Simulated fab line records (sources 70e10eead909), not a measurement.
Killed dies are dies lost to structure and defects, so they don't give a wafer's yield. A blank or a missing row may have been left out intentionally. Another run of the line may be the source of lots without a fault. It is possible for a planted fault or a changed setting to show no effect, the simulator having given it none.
fab line records	flow nand-harc	part 2 of 2: steps 5 to 6 of 6
record lots=23	wafers=69	last-day=24
route steps=1159 shown A_CHANNEL_FILL_D1@494 A_STAIRCASE@557
lots that met no fault: from a run of the same line without faults
start-h: the number of hours between the record's first day and the start of the first shown wafer of the lot	wait-h: hours since the lot's step before	" identical to the entry in the row above	L1.1+2: one row covering several wafers at once	- value missing, or start not given	* or withheld: withheld	< > ~ a bound
route shown NAME@n: names a module that has steps shown in the file, with the first one's number in the route	usual: mean/standard deviation of fault-free wafers	same: alike in all rows	chamber/n: place in a boat	sites: the reading at each site	_std_site: standard deviation across them	_edge_site: the outer-site mean with the inner-site mean subtracted	radius-mm: how far each site lies from the wafer's centre	mask NAME#n: copy n	behind: tool/chamber where the wafer was last shaped	hold: why the lot went on hold/how many hours it stayed there/how the hold came to an end	device: names the non-switching transistor (n, p or np)	end of line: tests run on the same wafers once the route is complete	step lacking rows: just its recipe	killed: the dies lost at the first sort to structure and to defects; this is not the yield of the wafer	map: a wafer's dies, x killed, . not, _ none there
set.NAME: the run value of the setting; set.NAME@STEP: its run value at that earlier step	model.NAME: the simulator's own value behind a step, which no gauge read
the route's steps for a sample of lots (tables are steps, rows are wafers)
services: from which hour (start-h, from the record's first day; less than 0 if before it) a tool's chamber was out of use, for how many hours, and why
## steps
# step NHARC_A_STAIRCASE_TRIM_22
# recipe time-s=211.2	o2-flow-sccm=500	ar-flow-sccm=0	bias-w=0	chemistry=O2
# usual drypump-motor-current-A=5.8/0.37	oes-product-au=1.001/0.0071	rf-vpp-V=57.9/0.9	showerhead-plenum-p-Torr=3.57/0.16	throttle-valve-pct=17.037/0.0091
lot.wafer	tool	chamber	start-h	wait-h	drypump-motor-current-A	oes-product-au	rf-hours-counter-h	rf-vpp-V	showerhead-plenum-p-Torr	throttle-valve-pct
L074.1	rie-diel-11	1	-	-	6.4	0.988	15	57.0	3.60	17.044
L074.3	"	2	"	"	5.5	1.007	15	59.0	3.80	17.030
L074.5	"	2	"	"	5.5	0.995	-	57.3	3.80	17.027
L076.1	rie-diel-11	2	-	-	5.5	1.006	16	57.9	3.80	17.041
L076.2	"	0	"	"	5.5	1.012	17	58.8	3.70	17.039
L076.5	"	3	"	"	5.8	1.006	-	55.9	3.36	17.038
L077.3	rie-diel-01	0	-	-	6.4	1.001	40	59.6	3.66	17.037
L077.4	"	0	"	"	6.4	0.990	-	59.9	3.66	17.019
L077.5	"	2	"	"	5.7	1.003	-	56.6	3.40	17.017
L078.2	rie-diel-11	0	-	-	5.5	1.003	21	57.6	3.70	17.041
L078.5	"	0	"	"	5.5	1.005	-	59.6	3.70	17.036
L078.6	"	1	"	"	6.4	0.991	-	57.1	3.60	17.026
L080.2	rie-diel-11	3	-	-	5.8	0.996	28	57.0	3.35	17.022
L080.1	"	0	"	"	5.4	1.000	29	58.1	3.69	17.015
L080.6	"	3	"	"	5.8	0.996	-	58.2	3.35	17.033
L079.1	rie-diel-01	3	-	-	5.8	1.008	47	57.4	3.50	17.018
L079.6	"	1	"	"	6.0	0.997	-	57.4	3.30	17.039
L079.4	"	3	"	"	5.8	0.991	-	57.8	3.50	17.042
L083.4	rie-diel-11	3	-	-	5.8	1.002	32	58.6	3.35	17.038
L083.3	"	0	"	"	5.5	1.013	32	58.3	3.69	17.034
L083.6	"	3	"	"	5.8	1.005	-	57.9	3.35	17.037
L082.4	rie-diel-06	2	-	-	5.3	1.006	13	58.2	3.49	17.029
L082.3	"	3	"	"	5.3	0.991	11	56.1	3.69	17.055
L082.6	"	1	"	"	5.4	1.002	-	57.2	3.72	17.028
L081.1	rie-diel-11	1	-	-	6.4	0.991	36	58.3	3.59	17.047
L081.3	"	3	"	"	5.7	1.000	34	57.9	3.35	17.042
L081.6	"	2	"	"	5.5	1.008	-	57.9	3.79	17.044
L084.3	rie-diel-06	2	-	-	5.3	0.996	17	57.5	3.48	17.043
L084.2	"	0	"	"	6.3	0.985	18	57.5	3.46	17.039
L084.6	"	1	"	"	5.4	1.005	-	59.0	3.72	17.038
L085.4	rie-diel-11	3	-	-	5.7	0.997	38	58.4	3.35	17.047
L085.1	"	0	"	"	5.5	1.007	39	57.1	3.69	17.049
L085.3	"	1	"	"	6.4	0.992	39	57.0	3.59	17.033
L087.3	rie-diel-01	3	-	-	5.8	1.012	66	57.5	3.49	17.055
L087.2	"	1	"	"	6.0	0.995	71	57.7	3.29	17.047
L087.1	"	2	"	"	5.7	1.011	43	58.0	3.40	17.018
L086.2	rie-diel-06	1	-	-	5.4	0.994	30	58.8	3.71	17.038
L086.4	"	0	"	"	6.3	0.996	31	57.0	3.45	17.042
L086.5	"	1	"	"	5.4	1.001	-	57.7	3.71	17.035
L088.2	rie-diel-11	3	-	-	5.7	1.001	50	57.4	3.34	17.052
L088.5	"	1	"	"	6.4	0.995	-	58.6	3.58	17.032
L088.6	"	2	"	"	5.5	1.012	-	59.3	3.78	17.037
L089.4	rie-diel-06	2	-	-	5.2	0.996	33	57.5	3.48	17.036
L089.1	"	3	"	"	5.4	0.999	31	58.1	3.68	17.042
L089.5	"	0	"	"	6.3	0.995	-	56.9	3.45	17.030
L091.1	rie-diel-06	0	-	-	6.3	1.000	39	59.0	3.45	17.045
L091.3	"	3	"	"	5.4	1.003	33	59.6	3.68	17.048
L091.5	"	0	"	"	6.3	1.007	-	57.1	3.45	17.038
L092.2	rie-diel-11	1	-	-	6.4	0.994	52	58.9	3.58	17.046
L092.1	"	2	"	"	5.5	0.997	54	59.1	3.78	17.036
L092.4	"	3	"	"	5.7	0.997	54	57.3	3.34	17.033
L090.2	rie-diel-01	2	-	-	5.7	1.014	3	57.5	3.40	17.047
L090.1	"	1	"	"	5.9	1.001	3	57.6	3.81	17.019
L090.4	"	2	"	"	5.7	1.008	-	58.0	3.40	17.043
L093.3	rie-diel-01	3	-	-	5.8	0.992	8	57.1	3.49	17.036
L093.1	"	1	"	"	5.9	0.984	8	58.3	3.80	17.049
L093.2	"	2	"	"	5.7	1.003	8	58.4	3.39	17.038
L094.3	rie-diel-01	2	-	-	5.7	1.005	12	57.6	3.39	17.023
L094.1	"	3	"	"	5.8	0.996	12	58.0	3.48	17.049
L094.5	"	1	"	"	6.0	1.001	-	58.9	3.80	17.032
L096.1	rie-diel-01	1	-	-	6.0	0.996	15	57.1	3.80	17.031
L096.4	"	0	"	"	6.4	1.004	10	60.1	3.64	17.031
L096.5	"	2	"	"	5.7	1.005	-	56.9	3.39	17.032
L097.1	rie-diel-01	1	-	-	5.9	0.995	15	57.8	3.80	17.036
L097.2	"	2	"	"	5.7	1.014	16	56.6	3.39	17.020
L097.3	"	0	"	"	6.4	1.003	11	57.9	3.64	17.037
L095.2	rie-diel-11	1	-	-	6.4	1.003	64	57.2	3.57	17.046
L095.4	"	2	"	"	5.5	1.014	67	57.2	3.77	17.023
L095.5	"	1	"	"	6.4	1.006	-	57.6	3.57	17.035
# step NHARC_A_STAIRCASE_TRIM_24
# recipe time-s=211.2	o2-flow-sccm=500	ar-flow-sccm=0	bias-w=0	chemistry=O2
# usual drypump-motor-current-A=5.8/0.36	oes-product-au=1.000/0.0077	rf-vpp-V=57.8/0.83	showerhead-plenum-p-Torr=3.56/0.16	throttle-valve-pct=17.036/0.0087
lot.wafer	tool	chamber	start-h	wait-h	drypump-motor-current-A	oes-product-au	rf-hours-counter-h	rf-vpp-V	showerhead-plenum-p-Torr	throttle-valve-pct
L074.3	rie-diel-11	3	-	-	5.8	1.008	15	57.3	3.36	17.032
L074.1	"	0	"	"	5.4	1.020	15	59.5	3.70	17.032
L074.5	"	3	"	"	5.8	1.000	-	57.3	3.36	17.045
L076.2	rie-diel-11	2	-	-	5.5	1.008	17	58.5	3.80	17.042
L076.1	"	3	"	"	5.7	1.000	17	57.8	3.36	17.046
L076.5	"	2	"	"	5.5	0.997	-	57.9	3.80	17.040
L077.4	rie-diel-01	1	-	-	5.9	0.992	-	57.3	3.31	17.034
L077.3	"	0	"	"	6.4	1.005	-	58.8	3.66	17.037
L077.5	"	1	"	"	5.9	1.005	-	57.2	3.31	17.035
L078.2	rie-diel-11	2	-	-	5.5	1.000	21	56.9	3.80	17.031
L078.5	"	2	"	"	5.5	1.005	-	58.3	3.80	17.014
L078.6	"	3	"	"	5.7	1.001	-	56.8	3.36	17.031
L080.2	rie-diel-11	0	-	-	5.4	1.010	29	58.7	3.69	17.044
L080.1	"	1	"	"	6.4	0.989	30	57.9	3.59	17.043
L080.6	"	0	"	"	5.5	1.004	-	58.2	3.69	17.033
L079.1	rie-diel-01	1	-	-	6.0	0.995	52	56.8	3.30	17.030
L079.4	"	1	"	"	6.0	0.992	-	56.4	3.30	17.022
L079.6	"	0	"	"	6.4	0.998	-	58.6	3.65	17.042
L083.4	rie-diel-11	1	-	-	6.4	0.994	33	58.4	3.59	17.032
L083.3	"	3	"	"	5.7	0.998	32	58.4	3.35	17.019
L083.6	"	1	"	"	6.4	0.990	-	56.6	3.59	17.019
L082.3	rie-diel-06	0	-	-	6.3	0.989	13	59.3	3.46	17.043
L082.4	"	1	"	"	5.4	0.990	11	56.7	3.72	17.032
L082.6	"	1	"	"	5.4	1.003	-	58.6	3.72	17.032
L081.1	rie-diel-11	1	-	-	6.4	1.005	36	58.0	3.59	17.037
L081.3	"	2	"	"	5.5	1.003	35	58.6	3.79	17.046
L081.6	"	0	"	"	5.5	1.012	-	58.4	3.69	17.034
L084.3	rie-diel-06	1	-	-	5.5	1.014	16	56.2	3.72	17.042
L084.2	"	2	"	"	5.3	0.997	17	58.8	3.49	17.042
L084.6	"	1	"	"	5.4	1.007	-	58.0	3.72	17.051
L085.3	rie-diel-11	3	-	-	5.8	0.998	39	57.5	3.35	17.021
L085.4	"	0	"	"	5.5	1.003	39	58.7	3.69	17.047
L085.1	"	1	"	"	6.4	0.988	39	57.1	3.59	17.032
L087.3	rie-diel-01	3	-	-	5.8	1.001	66	57.3	3.49	17.037
L087.1	"	1	"	"	5.9	0.989	71	59.7	3.29	17.030
L087.2	"	2	"	"	5.7	1.005	43	57.8	3.40	17.045
L086.4	rie-diel-06	3	-	-	5.4	0.998	26	58.6	3.68	17.019
L086.2	"	0	"	"	6.3	1.006	31	58.7	3.45	17.028
L086.5	"	0	"	"	6.3	1.007	-	57.6	3.45	17.031
L088.2	rie-diel-11	0	-	-	5.5	0.989	49	58.5	3.68	17.030
L088.5	"	0	"	"	5.5	0.996	-	57.5	3.68	17.029
L088.6	"	1	"	"	6.4	0.999	-	56.9	3.58	17.046
L089.4	rie-diel-06	2	-	-	5.2	0.997	33	57.7	3.48	17.034
L089.1	"	1	"	"	5.4	0.994	35	57.3	3.71	17.030
L089.5	"	2	"	"	5.3	0.999	-	57.5	3.48	17.039
L091.1	rie-diel-06	0	-	-	6.3	0.989	39	57.8	3.45	17.032
L091.3	"	2	"	"	5.3	0.990	35	56.4	3.48	17.039
L091.5	"	0	"	"	6.3	0.981	-	57.4	3.45	17.026
L092.2	rie-diel-11	3	-	-	5.7	0.999	54	58.3	3.34	17.047
L092.4	"	0	"	"	5.5	0.997	53	57.9	3.68	17.033
L092.1	"	2	"	"	5.5	1.003	54	57.9	3.78	17.032
L090.2	rie-diel-01	1	-	-	6.0	0.996	3	56.9	3.81	17.043
L090.1	"	2	"	"	5.7	1.003	3	56.0	3.40	17.044
L090.4	"	1	"	"	5.9	1.002	-	59.8	3.81	17.054
L093.1	rie-diel-01	1	-	-	6.0	0.988	8	58.4	3.80	17.041
L093.2	"	2	"	"	5.7	1.000	8	56.4	3.39	17.036
L093.3	"	0	"	"	6.4	0.994	4	58.4	3.64	17.034
L094.3	rie-diel-01	3	-	-	5.8	1.001	12	59.6	3.48	17.040
L094.1	"	0	"	"	6.4	0.999	8	58.1	3.64	17.022
L094.5	"	0	"	"	6.4	1.005	-	59.6	3.64	17.054
L096.1	rie-diel-01	2	-	-	5.7	1.016	16	57.2	3.39	17.021
L096.4	"	3	"	"	5.8	1.010	15	56.7	3.48	17.051
L096.5	"	2	"	"	5.7	1.008	-	59.2	3.39	17.043
L097.2	rie-diel-01	0	-	-	6.4	1.001	11	58.4	3.64	17.039
L097.1	"	1	"	"	6.0	0.995	15	58.0	3.80	17.020
L097.3	"	3	"	"	5.8	0.997	15	57.1	3.48	17.030
L095.4	rie-diel-11	2	-	-	5.5	1.000	67	57.2	3.77	17.038
L095.2	"	0	"	"	5.5	1.008	65	58.4	3.67	17.049
L095.5	"	3	"	"	5.7	0.996	-	58.2	3.33	17.044
## services
tool	chamber	start-h	hours	kind
rie-diel-11	2	176.26	7.8	repair
rie-diel-06	2	176.55	5.8	repair
rie-diel-01	0	178.42	4.6	repair
rie-si-06	-	183.00	9.0	pm
rie-diel-11	-	189.50	9.0	pm
rie-diel-01	0	200.03	4.9	repair
rie-diel-03	3	208.45	2.7	repair
rie-diel-03	-	215.30	9.0	pm
rie-diel-01	3	229.49	2.7	repair
rie-diel-06	0	233.51	3.0	repair
rie-diel-06	-	241.20	9.0	pm
rie-diel-01	3	246.64	8.8	repair
rie-diel-06	1	271.27	7.5	repair
rie-si-04	-	276.00	9.0	pm
rie-diel-03	3	277.22	1.8	repair
rie-diel-11	1	295.55	5.4	repair
rie-diel-08	-	301.80	9.0	pm
rie-diel-03	2	305.16	1.2	repair
rie-si-06	2	305.69	1.9	repair
rie-diel-01	0	310.45	24.0	repair
rie-diel-01	-	314.83	9.0	pm
ald-hk-02	-	321.88	3.0	repair
rie-si-06	3	344.72	4.2	repair
rie-diel-03	2	364.58	3.6	repair
